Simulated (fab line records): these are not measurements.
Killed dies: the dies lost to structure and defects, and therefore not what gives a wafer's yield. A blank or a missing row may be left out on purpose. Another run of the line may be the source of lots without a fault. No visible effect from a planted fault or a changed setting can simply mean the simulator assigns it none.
Comparing a struck lot with a sound one    flow n5_finfet    38 out of 1938 route steps
Sound: the wafers L515.1, L515.3, L515.5. Struck: wafer L524.2; the same lot's L524.6 was not struck, so it is left out; see the end for the cause.
Per side, at each step with rows, come the tool, then ch with its chambers, and then its first start. Under that, the readings that differ: sound wafers    struck wafers    difference of the means    sigmas: that difference in standard deviations of wafers without a fault.
alike: words and numbers the same on both sides, and readings whose means are apart by under 2 such deviations; not compared: readings that were withheld, readings missing a value for some wafer, numbers with overlapping values and no deviation given by the record, and bounds like >300 which may hide the same value.
The two part at a step that has a row with sigmas, a row that says differs or no value, or rows on one side only. Numbers that don't overlap but have no deviation are shown without sigmas and don't part them. A reading missing from all wafers of one side parts the sides only when that side holds two or more wafers.

first, 8 steps without rows for these wafers: N5_BEOL_M1_ECD_50 (material Cu, target thk 300 nm); N5_BEOL_M1_ANNEAL_51 (time 90 s); N5_BEOL_M1_CMP_52 (polishes, stops on SiOC, t overpolish 6.8 s, target thk 40 nm); N5_BEOL_M1_PRE_CLEAN_60 (time 15 s); N5_BEOL_M1_CO_CAP_55 (material Co, precursor CCTBA/H2, target thk 2 nm, time 102.1 s); N5_BEOL_M1_PRE_CLEAN_56 (time 15 s); N5_BEOL_M1_DEP_57 (deposits SiCN from 3MS/NH3, target thk 8 nm, time 14 s); N5_BEOL_M2_ILD_DEP_00 (deposits SiOC from DEMS/O2, target thk 79 nm, time 15.3 s).
N5_BEOL_M2_PECVD_72: deposits SiO2 from TEOS/O2, target thk 16 nm, time 18 s.
  sound on pecvd-02 ch 0,1, day 8 16:20; struck on pecvd-02 ch 1, day 10 13:42
reading                                     sound         struck  difference  sigmas
model.SiO2_of_BEOL_M2_PECVD_72.thk_nm (nm)  15.6 16 15.6  20      +4          
  alike: heater_power_w, rf_fwd_power_W, showerhead_plenum_p_Torr, throttle_valve_pct
then, 25 steps without rows for these wafers: N5_BEOL_M2_HM_DEP_02 (deposits TiN, target thk 20 nm); N5_BEOL_M2_COAT_61 (time 60 s, resist thk 60 nm); N5_BEOL_M2_COAT_62 (time 60 s, resist thk 12 nm); N5_BEOL_M2_COAT_73 (time 60 s, resist thk 5 nm); N5_BEOL_M2_COAT_05 (resist thk 30 nm); N5_BEOL_M2_EBR_07; N5_BEOL_M2_SOFTBAKE_06 (time 60 s); N5_BEOL_M2_EXPOSE_08 (exposes mask M2); N5_BEOL_M2_PEB_09 (peb time 60 s); N5_BEOL_M2_DEVELOP_10 (develop time 30 s); N5_BEOL_M2_DESCUM_16 (chemistry O2, time 7 s); N5_BEOL_M2_ETCH_74 (etches underlayer in N2/H2, target depth 6.5 nm, time 5.2 s); N5_BEOL_M2_ETCH_63 (etches SiARC in CF4, target depth 15.6 nm, time 26 s); N5_BEOL_M2_ETCH_64 (etches SOC in N2/H2, target depth 75 nm, overetch 22.5 nm, time 121.9 s); N5_BEOL_M2_STRIP_65 (strips in N2/H2); N5_BEOL_M2_STRIP_75 (strips in N2/H2); N5_BEOL_M2_STRIP_66 (strips in CF4); N5_BEOL_M2_HM_OPEN_17 (chemistry Cl2/BCl3, target TiN, target depth 20 nm, overetch 6 nm); N5_BEOL_M2_STRIP_19 (strips in O2); N5_BEOL_M2_COAT_67 (time 60 s, resist thk 60 nm); N5_BEOL_M2_COAT_68 (time 60 s, resist thk 12 nm); N5_BEOL_M2_COAT_76 (time 60 s, resist thk 5 nm); N5_BEOL_M2_COAT_22 (resist thk 30 nm); N5_BEOL_M2_EBR_24; N5_BEOL_M2_SOFTBAKE_23 (time 60 s).
N5_BEOL_M2_HM_STRIP_39: strips TiN in peroxide tin strip, target depth 25 nm, time 158 s.
  sound on wet_bench-06 ch 3,5,6, day 8 19:41; struck on wet_bench-01 ch 6, day 10 18:22
reading                                     sound         struck  difference  sigmas
model.SiO2_of_BEOL_M2_PECVD_72.thk_nm (nm)  15.4 16 15.6  19.8    +4.1        
N5_BEOL_M2_CMP_52: polishes, stops on SiOC, t overpolish 6.8 s, target thk 40 nm.
  sound on cmp-03 ch 0,1,3, day 8 23:51; struck on cmp-02 ch 1, day 10 23:25
reading                       sound           struck  difference  sigmas
barrier_field_endpoint_s (s)  23.6 24.0 23.6  30.2    +6.5        +10
  alike: motor_current_A
N5_BEOL_M4_RC_MEAS_101:
  sound on prober-01 ch 0, day 10 00:04; struck on prober-02 ch 0, day 11 23:52
  alike: DIBL_N, DIBL_P, IOFF_N, IOFF_P, ION_N, ION_P, SS_N, SS_P, VT_N, VT_P
-- the record jumps here: 4 days lie between the struck wafers' starts before and after (it left off in module BEOL_M4 and takes up again in module PASSIVATION, whose first step shown is number 1936 of the route) --
N5_PASSIVATION_PROBE_49:
  the record has rows for the struck wafers here (prober-01, day 16 07:21) and none for the sound ones

== WHERE THEY PART ==
Last at N5_PASSIVATION_PROBE_49 as far as this record goes, first at N5_BEOL_M2_CMP_52.

WHY: whatever the simulator had introduced
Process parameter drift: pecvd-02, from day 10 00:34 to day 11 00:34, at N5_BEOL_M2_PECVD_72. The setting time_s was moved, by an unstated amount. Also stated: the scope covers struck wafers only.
